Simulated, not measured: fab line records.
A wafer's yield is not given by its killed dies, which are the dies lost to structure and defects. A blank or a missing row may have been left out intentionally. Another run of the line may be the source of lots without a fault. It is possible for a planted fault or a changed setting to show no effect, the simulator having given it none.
Chamber matching    flow n5-finfet    rie-diel-02 running N5_BEOL_M0_SAQP_STRIP_75: 4 sister chambers
The step strips in CF4. 16 wafers are shown with their chamber, then 8 later ones without.

WAFERS, EACH WITH ITS CHAMBER
wafer   chamber  drypump-motor-current-A (A)  showerhead-plenum-p-Torr (Torr)  throttle-valve-pct (%)
L214.3  2        5.9                          1.77                             13.72
L214.4  3        6.5                          1.73                             13.64
L214.6  0        6.5                          1.78                             13.73
L218.1  2        5.8                          1.77                             13.73
L218.2  1        5.7                          1.86                             13.63
L218.4  0        6.6                          1.78                             13.72
L224.1  2        5.9                          1.76                             13.76
L224.3  3        6.5                          1.73                             13.68
L224.5  0        6.6                          1.77                             13.78
L225.2  3        6.5                          1.73                             13.69
L225.4  1        5.7                          1.85                             13.65
L225.5  1        5.7                          1.85                             13.64
L226.1  1        5.7                          1.85                             13.65
L226.2  2        5.9                          1.76                             13.75
L226.4  0        6.5                          1.77                             13.75
L227.2  2        5.8                          1.76                             13.76

SIGNATURES, as means of the wafers listed above
reading                   chamber 0  chamber 1  chamber 2  chamber 3  scatter within a chamber
drypump-motor-current-A   6.550      5.700      5.860      6.500      0.0428
showerhead-plenum-p-Torr  1.7750     1.8525     1.7640     1.7300     0.00496
throttle-valve-pct        13.7450    13.6425    13.7440    13.6700    0.0206
Rule: a wafer's distance from a chamber is the root of the sum, over the readings, of the square of ((its reading less the chamber's mean) divided by the reading's scatter). If the next closest chamber is less than 2 further off than the closest, the wafer can't be placed; otherwise it belongs to the closest. The scatter: the root of (the sum of the squares of (reading less its chamber's mean) over the shown wafers, divided by (wafers less chambers)).

WAFERS MISSING THEIR CHAMBER
wafer   drypump-motor-current-A (A)  showerhead-plenum-p-Torr (Torr)  throttle-valve-pct (%)
L227.4  5.7                          1.85                             13.65
L227.5  6.5                          1.73                             13.68
L229.1  6.6                          1.77                             13.76
L229.2  5.8                          1.76                             13.75
L229.4  5.7                          1.85                             13.66
L230.2  5.7                          1.85                             13.66
L230.3  5.8                          1.76                             13.77
L230.4  6.5                          1.77                             13.78

EACH ONE'S CHAMBER
wafer   from the rows above  in truth
L227.4  1                    1
L227.5  3                    3
L229.1  0                    0
L229.2  2                    2
L229.4  1                    1
L230.2  1                    1
L230.3  2                    2
L230.4  0                    0
Correctly placed: 8 of 8. Can't be placed from these rows: 0. Number placed wrongly: 0.
